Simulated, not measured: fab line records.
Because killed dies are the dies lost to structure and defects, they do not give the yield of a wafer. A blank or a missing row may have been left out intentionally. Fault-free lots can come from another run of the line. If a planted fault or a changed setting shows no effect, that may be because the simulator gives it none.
Which of the tools did it?	flow nand-harc	23 lots, 69 wafers sampled, at 6 steps of a route of 1302

== WHAT THE GAUGES READ, wafer by wafer ==
Not one reading of a measure or inspect step in the record can be checked against a usual standard deviation.

== WHICH TOOL RAN EACH LOT (tool, then ch and the chambers of the sampled wafers, then the start) ==
lot	NHARC_A_STAIRCASE_TRIM_198	NHARC_A_STAIRCASE_TRIM_229	NHARC_A_STAIRCASE_ETCH_236	NHARC_A_STAIRCASE_STRIP_254	NHARC_A_STAIRCASE_ETCH_273	NHARC_A_STAIRCASE_DEP_301
L074	rie-diel-12 ch 0,1,2, day 16 02:55 or earlier	rie-diel-06 ch 0,1, day 16 02:55	rie-diel-06 ch 1,2, day 16 05:34 or earlier	plasma-asher-02 ch 0,1, day 16 05:34	rie-diel-06 ch 2,3, day 17 03:21 or earlier	pecvd-02 ch 0,2, day 17 03:21
L075	rie-diel-12 ch 0,1, day 16 07:52 or earlier	rie-diel-12 ch 1,2, day 16 07:52	rie-diel-12 ch 1,2,3, day 16 10:40 or earlier	plasma-asher-01 ch 0,1, day 16 10:40	rie-diel-10 ch 0,2,3, day 17 10:12 or earlier	pecvd-01 ch 0,1, day 17 10:12
L078	rie-diel-12 ch 0,2,3, day 17 13:05 or earlier	rie-diel-12 ch 0,1,2, day 17 13:05	rie-diel-12 ch 0,1,3, day 17 15:56 or earlier	plasma-asher-01 ch 0,1, day 17 15:56	rie-diel-12 ch 1,2,3, day 18 10:57 or earlier	pecvd-01 ch 0,2, day 18 10:57
L076	rie-diel-10 ch 1,2,3, day 17 13:23 or earlier	rie-diel-10 ch 1,2,3, day 17 13:23	rie-diel-10 ch 0,2, day 17 16:20 or earlier	plasma-asher-01 ch 0,1, day 17 16:20	rie-diel-10 ch 1,2, day 18 14:19 or earlier	pecvd-02 ch 0,1,2, day 18 14:19
L077	rie-diel-10 ch 0,1,3, day 17 16:10 or earlier	rie-diel-10 ch 0,1,2, day 17 16:10	rie-diel-10 ch 0,1,2, day 17 18:59 or earlier	plasma-asher-01 ch 0,1, day 17 18:59	rie-diel-06 ch 1,3, day 18 05:20	pecvd-02 ch 0,2, day 18 19:23
L079	rie-diel-12 ch 0,1,2, day 18 00:02 or earlier	rie-diel-12 ch 0,2,3, day 18 00:02	rie-diel-12 ch 0,1,3, day 18 03:08 or earlier	plasma-asher-01 ch 1, day 18 03:08	rie-diel-10 ch 2,3, day 18 21:06 or earlier	pecvd-01 ch 0,2, day 18 21:06
L081	rie-diel-10 ch 0,1,2, day 18 11:34 or earlier	rie-diel-06 ch 1,2, day 18 11:34	rie-diel-06 ch 1,3, day 18 14:41 or earlier	plasma-asher-01 ch 0, day 18 14:41	rie-diel-06 ch 2, day 18 19:51	pecvd-03 ch 0,1, day 19 08:13
L080	rie-diel-10 ch 1,2,3, day 18 11:58 or earlier	rie-diel-12 ch 0,1, day 18 11:58	rie-diel-12 ch 1,2, day 18 15:11 or earlier	plasma-asher-02 ch 0,1, day 18 15:11	rie-diel-12 ch 0,1, day 19 10:04 or earlier	pecvd-01 ch 1,2, day 19 10:04
L084	rie-diel-06 ch 2,3, day 19 13:47 or earlier	rie-diel-06 ch 1,2,3, day 19 13:47	rie-diel-06 ch 0,3, day 19 16:34 or earlier	plasma-asher-02 ch 0,1, day 19 16:34	rie-diel-10 ch 0,3, day 20 09:19 or earlier	pecvd-03 ch 0,1, day 20 09:19
L082	rie-diel-06 ch 0,1,2, day 19 18:58 or earlier	rie-diel-06 ch 0,1, day 19 18:58	rie-diel-06 ch 0,1,2, day 19 21:46 or earlier	plasma-asher-02 ch 0,1, day 19 21:46	rie-diel-12 ch 0,2,3, day 20 14:38 or earlier	pecvd-01 ch 1,2, day 20 14:38
L086	rie-diel-06 ch 1,2,3, day 21 06:24 or earlier	rie-diel-06 ch 2,3, day 21 06:24	rie-diel-12 ch 0,1,2, day 21 09:13 or earlier	plasma-asher-02 ch 0,1, day 21 09:13	rie-diel-12 ch 2,3, day 22 03:10 or earlier	pecvd-03 ch 0,1, day 22 03:10
L085	rie-diel-06 ch 2,3, day 21 08:22 or earlier	rie-diel-10 ch 0,2,3, day 21 08:22	rie-diel-10 ch 0,1, day 21 11:11 or earlier	plasma-asher-02 ch 0, day 21 11:11	rie-diel-06 ch 0,1, day 22 03:56 or earlier	pecvd-01 ch 0,2, day 22 03:56
L087	rie-diel-10 ch 2,3, day 21 17:17 or earlier	rie-diel-10 ch 1,2,3, day 21 17:17	rie-diel-10 ch 1,3, day 21 20:22 or earlier	plasma-asher-02 ch 1, day 21 20:22	rie-diel-10 ch 2,3, day 22 15:52 or earlier	pecvd-01 ch 0,1,2, day 22 15:52
L088	rie-diel-12 ch 0,2,3, day 22 02:02 or earlier	rie-diel-06 ch 1,2, day 22 02:02	rie-diel-06 ch 1,2,3, day 22 05:00 or earlier	plasma-asher-02 ch 0,1, day 22 05:00	rie-diel-06 ch 0,3, day 22 18:46 or earlier	pecvd-03 ch 0,1,2, day 22 18:46
L089	rie-diel-12 ch 0,1,2, day 22 07:20 or earlier	rie-diel-12 ch 0,1,2, day 22 07:20	rie-diel-12 ch 0,1,3, day 22 10:05 or earlier	plasma-asher-02 ch 0,1, day 22 10:05	rie-diel-10 ch 0,1,3, day 23 03:05 or earlier	pecvd-03 ch 0,1,2, day 23 03:05
L091	rie-diel-12 ch 1,2, day 22 18:18 or earlier	rie-diel-06 ch 0,1,3, day 22 18:18	rie-diel-06 ch 1,2, day 22 21:42 or earlier	plasma-asher-02 ch 0,1, day 22 21:42	rie-diel-06 ch 0,1,3, day 23 14:27 or earlier	pecvd-01 ch 0,1,2, day 23 14:27
L090	rie-diel-06 ch 0,2, day 22 22:08 or earlier	rie-diel-10 ch 1,2, day 22 22:08	rie-diel-10 ch 0,1,3, day 23 01:25 or earlier	plasma-asher-02 ch 0,1, day 23 01:25	rie-diel-10 ch 0,1,2, day 23 18:10 or earlier	pecvd-03 ch 0,2, day 23 18:10
L092	rie-diel-12 ch 1,2, day 23 08:18 or earlier	rie-diel-06 ch 0,1, day 23 08:18	rie-diel-06 ch 0,1,3, day 23 11:19 or earlier	plasma-asher-02 ch 0,1, day 23 11:19	rie-diel-06 ch 0,1,3, day 24 03:19 or earlier	pecvd-01 ch 0,1, day 24 03:19
L093	rie-diel-10 ch 0,2, day 23 09:26 or earlier	rie-diel-06 ch 0,2, day 23 09:26	rie-diel-06 ch 0,3, day 23 12:19 or earlier	plasma-asher-01 ch 0,1, day 23 12:19	rie-diel-12 ch 1,2,3, day 24 06:07 or earlier	pecvd-02 ch 0,1,2, day 24 06:07
L094	rie-diel-10 ch 1,2, day 24 15:50 or earlier	rie-diel-06 ch 0,2,3, day 24 15:50	rie-diel-06 ch 0,1,3, day 24 19:21 or earlier	plasma-asher-01 ch 0,1, day 24 19:21	rie-diel-06 ch 0,1,2, day 25 12:10 or earlier	pecvd-02 ch 0,1,2, day 25 12:10
L095	rie-diel-10 ch 0,1,3, day 24 16:26 or earlier	rie-diel-06 ch 0,1,3, day 24 16:26	rie-diel-06 ch 1,2,3, day 24 19:47 or earlier	plasma-asher-01 ch 0,1, day 24 19:47	rie-diel-10 ch 0,1,2, day 25 14:07 or earlier	pecvd-03 ch 0,1,2, day 25 14:07
L096	rie-diel-12 ch 1,3, day 25 01:06 or earlier	rie-diel-12 ch 1,2, day 25 01:06	rie-diel-12 ch 1,3, day 25 04:26 or earlier	plasma-asher-02 ch 0,1, day 25 04:26	rie-diel-12 ch 0,2,3, day 25 21:22 or earlier	pecvd-01 ch 0,1,2, day 25 21:22
L097	rie-diel-06 ch 0,2, day 25 16:18 or earlier	rie-diel-12 ch 1,3, day 25 16:18	rie-diel-12 ch 1,3, day 25 18:55 or earlier	plasma-asher-01 ch 0,1, day 25 18:55	rie-diel-12 ch 0,2, day 26 14:38 or earlier	pecvd-02 ch 0,1,2, day 26 14:38
- NHARC_A_STAIRCASE_TRIM_198: chemistry O2, time 211.2 s.
- NHARC_A_STAIRCASE_TRIM_229: chemistry O2, time 211.2 s.
- NHARC_A_STAIRCASE_ETCH_236: etches the open film in C4F8/O2, target depth 100 nm, time 40.5 s.
- NHARC_A_STAIRCASE_STRIP_254: strips in O2.
- NHARC_A_STAIRCASE_ETCH_273: etches the open film in C4F8/O2/Ar, target depth 10200 nm, time 2468.6 s.
- NHARC_A_STAIRCASE_DEP_301: deposits SiON, target thk 30 nm.

== WHAT THE TOOLS THEMSELVES READ (means of the sampled wafers that have a number; where no wafer has one, the mark that the record gives instead) ==
NHARC_A_STAIRCASE_TRIM_198.
lot	tool	chamber-pressure-mTorr (mTorr)	drypump-motor-current-A (A)	oes-product-au (a.u.)	rf-vpp-V (V)	showerhead-plenum-p-Torr (Torr)	throttle-valve-pct (%)
L074	rie-diel-12	60.04	5.9	0.998	57.3	3.50	17.035
L075	rie-diel-12	59.99	6.0	0.992	58.0	3.47	17.027
L078	rie-diel-12	60.08	6.0	0.994	57.2	3.52	17.028
L076	rie-diel-10	59.99	5.8	1.006	58.3	3.59	17.048
L077	rie-diel-10	60.02	5.7	1.010	57.6	3.47	17.032
L079	rie-diel-12	59.97	5.9	0.992	58.6	3.49	17.048
L081	rie-diel-10	59.94	6.1	1.007	58.1	3.48	17.031
L080	rie-diel-10	59.96	5.8	1.001	56.8	3.58	17.036
L084	rie-diel-06	60.03	5.1	1.008	57.8	3.50	17.023
L082	rie-diel-06	60.03	5.7	1.006	58.6	3.50	17.040
L086	rie-diel-06	59.97	5.3	1.009	56.6	3.45	17.024
L085	rie-diel-06	59.98	5.1	1.000	57.7	3.49	17.032
L087	rie-diel-10	60.03	5.3	1.006	58.5	3.60	17.023
L088	rie-diel-12	59.99	6.0	1.011	57.1	3.49	17.046
L089	rie-diel-12	59.97	5.9	1.004	57.7	3.47	17.040
L091	rie-diel-12	59.96	5.9	1.004	57.7	3.49	17.036
L090	rie-diel-06	60.01	5.2	1.005	58.5	3.56	17.037
L092	rie-diel-12	60.00	5.8	0.990	57.7	3.49	17.041
L093	rie-diel-10	59.95	5.8	0.993	57.4	3.51	17.033
L094	rie-diel-10	59.96	6.3	0.997	57.0	3.53	17.034
L095	rie-diel-10	59.99	5.7	1.004	58.1	3.44	17.031
L096	rie-diel-12	60.06	6.0	0.995	57.5	3.52	17.036
L097	rie-diel-06	59.99	5.2	1.006	58.8	3.55	17.031

NHARC_A_STAIRCASE_TRIM_229.
lot	tool	chamber-pressure-mTorr (mTorr)	drypump-motor-current-A (A)	oes-product-au (a.u.)	rf-vpp-V (V)	showerhead-plenum-p-Torr (Torr)	throttle-valve-pct (%)
L074	rie-diel-06	59.96	6.3	1.012	56.9	3.51	17.033
L075	rie-diel-12	60.01	5.9	0.996	57.7	3.52	17.022
L078	rie-diel-12	59.93	5.9	0.991	57.7	3.49	17.041
L076	rie-diel-10	59.96	5.8	1.012	57.3	3.59	17.042
L077	rie-diel-10	59.93	6.0	1.001	57.7	3.49	17.029
L079	rie-diel-12	59.97	6.0	0.990	58.1	3.51	17.038
L081	rie-diel-06	60.00	5.1	1.015	57.4	3.50	17.034
L080	rie-diel-12	60.01	6.0	0.994	57.8	3.46	17.043
L084	rie-diel-06	59.99	5.3	1.011	57.4	3.46	17.024
L082	rie-diel-06	59.96	6.1	1.016	58.2	3.42	17.043
L086	rie-diel-06	60.02	5.1	0.995	58.3	3.49	17.044
L085	rie-diel-10	60.00	5.6	1.002	57.3	3.50	17.032
L087	rie-diel-10	59.99	5.8	0.997	57.7	3.57	17.030
L088	rie-diel-06	60.06	5.5	1.007	57.1	3.41	17.039
L089	rie-diel-12	59.99	5.9	1.006	57.6	3.47	17.044
L091	rie-diel-06	59.98	5.9	1.016	57.8	3.45	17.035
L090	rie-diel-10	60.02	6.1	0.999	57.6	3.58	17.043
L092	rie-diel-06	60.02	6.3	1.010	57.6	3.49	17.038
L093	rie-diel-06	60.03	5.2	1.007	58.1	3.56	17.040
L094	rie-diel-06	60.03	5.4	1.003	57.3	3.52	17.035
L095	rie-diel-06	59.98	5.9	0.997	57.5	3.44	17.036
L096	rie-diel-12	59.98	5.8	0.992	58.2	3.49	17.042
L097	rie-diel-12	60.01	5.9	1.009	57.3	3.49	17.038

NHARC_A_STAIRCASE_ETCH_236.
lot	tool	chamber-pressure-mTorr (mTorr)	oes-product-au (a.u.)	rf-vpp-V (V)
L074	rie-diel-06	24.993	0.971	892
L075	rie-diel-12	25.013	0.945	896
L078	rie-diel-12	24.990	0.940	895
L076	rie-diel-10	24.974	0.949	892
L077	rie-diel-10	24.982	0.954	894
L079	rie-diel-12	25.000	0.940	895
L081	rie-diel-06	25.014	0.931	891
L080	rie-diel-12	24.985	0.931	896
L084	rie-diel-06	24.991	0.939	895
L082	rie-diel-06	25.018	0.948	895
L086	rie-diel-12	24.984	0.966	895
L085	rie-diel-10	25.004	0.938	892
L087	rie-diel-10	24.998	0.942	895
L088	rie-diel-06	25.001	0.942	894
L089	rie-diel-12	24.997	0.955	894
L091	rie-diel-06	24.983	0.945	894
L090	rie-diel-10	24.977	0.944	893
L092	rie-diel-06	25.006	0.953	893
L093	rie-diel-06	24.991	0.972	894
L094	rie-diel-06	25.006	0.938	893
L095	rie-diel-06	25.002	0.949	893
L096	rie-diel-12	24.994	0.925	896
L097	rie-diel-12	24.995	0.936	895

NHARC_A_STAIRCASE_STRIP_254.
lot	tool	drypump-motor-current-A (A)	heater-power-w (W)
L074	plasma-asher-02	5.5	344
L075	plasma-asher-01	6.0	357
L078	plasma-asher-01	6.0	352
L076	plasma-asher-01	6.0	361
L077	plasma-asher-01	5.7	322
L079	plasma-asher-01	5.5	296
L081	plasma-asher-01	6.3	383
L080	plasma-asher-02	5.5	344
L084	plasma-asher-02	5.3	334
L082	plasma-asher-02	5.5	344
L086	plasma-asher-02	5.4	340
L085	plasma-asher-02	5.7	350
L087	plasma-asher-02	5.2	327
L088	plasma-asher-02	5.5	348
L089	plasma-asher-02	5.4	340
L091	plasma-asher-02	5.5	347
L090	plasma-asher-02	5.3	337
L092	plasma-asher-02	5.3	340
L093	plasma-asher-01	6.0	346
L094	plasma-asher-01	6.0	350
L095	plasma-asher-01	5.8	318
L096	plasma-asher-02	5.4	339
L097	plasma-asher-01	5.8	316

NHARC_A_STAIRCASE_ETCH_273.
lot	tool	chamber-pressure-mTorr (mTorr)	oes-product-au (a.u.)	rf-vpp-V (V)
L074	rie-diel-06	25.001	0.938	1826
L075	rie-diel-10	25.013	0.939	1827
L078	rie-diel-12	24.994	0.917	1828
L076	rie-diel-10	25.000	0.930	1833
L077	rie-diel-06	24.981	0.932	1819
L079	rie-diel-10	25.021	0.932	1833
L081	rie-diel-06	24.999	0.940	1830
L080	rie-diel-12	25.002	0.924	1823
L084	rie-diel-10	24.994	0.926	1823
L082	rie-diel-12	24.980	0.937	1825
L086	rie-diel-12	24.994	0.942	1827
L085	rie-diel-06	24.990	0.949	1818
L087	rie-diel-10	25.003	0.920	1833
L088	rie-diel-06	25.014	0.956	1824
L089	rie-diel-10	24.990	0.954	1821
L091	rie-diel-06	25.008	0.945	1821
L090	rie-diel-10	25.013	0.946	1821
L092	rie-diel-06	25.037	0.931	1821
L093	rie-diel-12	25.012	0.945	1825
L094	rie-diel-06	24.979	0.953	1823
L095	rie-diel-10	25.002	0.925	1821
L096	rie-diel-12	25.007	0.935	1824
L097	rie-diel-12	25.013	0.914	1820

NHARC_A_STAIRCASE_DEP_301.
lot	tool	heater-power-outer-w (W)	heater-power-w (W)	showerhead-vpp-V (V)
L074	pecvd-02	513	816	1219
L075	pecvd-01	576	866	1116
L078	pecvd-01	530	857	1123
L076	pecvd-02	484	795	1235
L077	pecvd-02	490	806	1207
L079	pecvd-01	471	767	1127
L081	pecvd-03	507	840	1107
L080	pecvd-01	481	803	1168
L084	pecvd-03	502	829	1119
L082	pecvd-01	474	787	1164
L086	pecvd-03	498	827	1111
L085	pecvd-01	438	715	1143
L087	pecvd-01	496	782	1133
L088	pecvd-03	463	760	1133
L089	pecvd-03	528	835	1137
L091	pecvd-01	531	854	1129
L090	pecvd-03	434	697	1067
L092	pecvd-01	506	804	1122
L093	pecvd-02	486	796	1237
L094	pecvd-02	503	831	1241
L095	pecvd-03	482	780	1142
L096	pecvd-01	458	731	1140
L097	pecvd-02	469	781	1237

== THE ANSWER, worked out from the rows above alone ==
Rule: the lots themselves supply what counts as usual. The widest of any qualifying gaps counts: lots, ordered by their means at a reading, are off when they make up no more than a third of the lots, leave a main group of 4 or more, and stand apart from it by 3 or more times the standard deviation of that group's means. If all means in a main group match to the digits the tables above print for the reading, that group is not used. Also off: a lot with no number at a reading for which 4 or more lots have one. Where the step has rows for the other lots, those lots are counted as sound. The gauges are gone through in route order, then the tools' own readings, and for those a lot's mean is taken as printed above. At the first step where some lot is off, the reading lying furthest off is the one used; lots without a number count as furthest.
No lot is off on any of the readings shown, so nothing can be concluded from this.

== WHAT THE SIMULATOR HAD INSERTED ==
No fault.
